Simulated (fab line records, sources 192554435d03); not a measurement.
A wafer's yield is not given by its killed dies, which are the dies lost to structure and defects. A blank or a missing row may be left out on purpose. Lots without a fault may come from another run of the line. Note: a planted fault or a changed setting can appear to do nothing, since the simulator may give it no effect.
A struck lot beside a sound one -- flow n5 finfet -- 31 steps out of a route of 1938
Sound: wafers L778.2, L778.3, L778.4. Struck: wafer L786.1 (L786.2, L786.4, from the same lot, were not struck and are left out); the cause is given at the end.
Per side, at each step with rows, come the tool, then ch with its chambers, and then its first start. Under that, the readings that differ: sound wafers -- struck wafers -- difference of the means -- sigmas: that difference in standard deviations of wafers without a fault.
alike: readings whose means differ by less than 2 such deviations, and words and numbers that are the same on both sides. not compared: withheld readings, readings that some wafer has no value for, bounds like >300 that may hide the same value, and numbers for which the record gives no deviation and whose values overlap.
Wherever a step has rows on one side only, a row that says differs or no value, or a row with sigmas, the two part there. Non-overlapping numbers with no deviation appear without sigmas and do not part them. Lack of a reading on every wafer of one side parts them only where that side has two or more wafers.

first, 11 steps without rows for these wafers: N5_FIN_SAQP_RECESS_63 (chemistry HF/NH3, target SiO2, target depth 18 nm, afs cycles 3, sublimation time 60 s); N5_FIN_SAQP_COAT_68 (time 60 s, resist thk 100 nm); N5_FIN_SAQP_ETCH_69 (etches SOC in N2/H2, stops on SiNx, target depth 150 nm); N5_FIN_SAQP_ETCH_67 (etches SiNx in CH3F/O2, target depth 30 nm); N5_FIN_SAQP_STRIP_70 (strips in N2/H2); N5_FIN_SAQP_RECESS_71 (chemistry HF/NH3, target SiO2, target depth 3 nm, afs cycles 1, sublimation time 60 s); N5_FIN_SAQP_SPACER2_ALD_28 (deposits SiO2, target thk 8.1 nm, pulse time 1 s, purge time 2 s); N5_FIN_SAQP_SPACER2_ETCHBACK_29 (etches SiO2 in CHF3/O2, target depth 12.2 nm, time 6.1 s); N5_FIN_SAQP_MANDREL2_REMOVE_60 (chemistry HBr/Cl2/O2, target a-Si, stops on SiNx, bt time 10 s); N5_FIN_SAQP_HM_OPEN_33 (chemistry CH3F/O2, target SiNx, target depth 49.4 nm, time 70.6 s); N5_FIN_SAQP_ETCH_34 (etches SiO2 in C4F6/O2, target depth 45 nm, time 15 s).
N5_FIN_SAQP_STRIP_77: strips in N2/H2, time 90 s.
  sound on rie diel-02 ch 1,2,3, day 3 15:04; struck on rie diel-02 ch 3, day 5 15:20
reading,sound,struck,difference,sigmas
rf hours counter h (h),8 233 185,252,+110,
rf vpp V (V),45.7 45.4 46.5,43.3,-2.6,-3
showerhead plenum p Torr (Torr),3.44 3.17 3.34,3.16,-0.16,-3
  alike: drypump motor current A, oes product au, throttle valve pct
then, 5 steps without rows for these wafers: N5_FIN_SAQP_ETCH_64 (etches SiO2 in CF4, target depth 1.5 nm); N5_FIN_SAQP_FIN_ETCH_36 (etches the open film in HBr/Cl2/O2, target depth 120 nm, time 50.4 s); N5_FIN_SAQP_PRECLEAN_38 (cleans in O3/DIW, time 45 s); N5_FIN_SAQP_PRECLEAN_45 (cleans in dHF, time 10 s); N5_FIN_SAQP_SRD_39 (time 30 s).
N5_FIN_SAQP_INSPECT_40: inspects for defects (brightfield).
  sound on defect inspect-02 at day 3 15:31; struck on defect inspect-01 at day 5 15:47
reading,sound,struck,difference,sigmas
raw defect count,290 206 188,1675,+1447,+18
then, 9 steps without rows for these wafers: N5_FIN_CUT_COAT_18 (time 60 s, resist thk 230 nm); N5_FIN_CUT_COAT_19 (time 60 s, resist thk 20 nm); N5_FIN_CUT_COAT_29 (time 60 s, resist thk 10 nm); N5_FIN_CUT_COAT_02 (resist thk 30 nm); N5_FIN_CUT_EBR_04; N5_FIN_CUT_SOFTBAKE_03 (time 60 s); N5_FIN_CUT_EXPOSE_05 (exposes mask FIN CUT); N5_FIN_CUT_PEB_06 (peb time 60 s); N5_FIN_CUT_DEVELOP_07 (develop time 30 s).
N5_FIN_CUT_INSPECT_10: inspects for defects (brightfield).
  sound on defect inspect-02 at day 3 16:02; struck on defect inspect-01 at day 5 16:17
reading,sound,struck,difference,sigmas
raw defect count,44 40 42,1476,+1434,+96
then, 1 step without rows for these wafers: N5_FIN_CUT_DESCUM_13 (chemistry O2, time 7 s).
-- a jump in the record: the struck wafers' starts before and after are 7 days apart (it breaks off in module FIN_CUT and resumes in module BEOL_M4, where the first step shown is number 1111 of the route) --
N5_BEOL_M4_RC_MEAS_101:
  sound on prober-02 ch 0, day 10 23:00; struck on prober-01 ch 0, day 12 20:59
  alike: DIBL_N, DIBL_P, IOFF_N, IOFF_P, ION_N, ION_P, SS_N, SS_P, VT_N, VT_P
-- a jump in the record: the struck wafers' starts before and after are 5 days apart (it breaks off in module BEOL_M4 and resumes in module PASSIVATION, where the first step shown is number 1936 of the route) --
N5_PASSIVATION_PROBE_49:
  record: rows for the struck wafers here (prober-01, day 17 13:55), none for the sound ones

== WHERE THEY PART ==
At N5_FIN_SAQP_STRIP_77 first; at N5_PASSIVATION_PROBE_49 last (within this record only).

WHY: whatever the simulator had introduced
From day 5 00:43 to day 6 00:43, rie diel-02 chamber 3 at N5_FIN_SAQP_STRIP_77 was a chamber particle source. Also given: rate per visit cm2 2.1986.
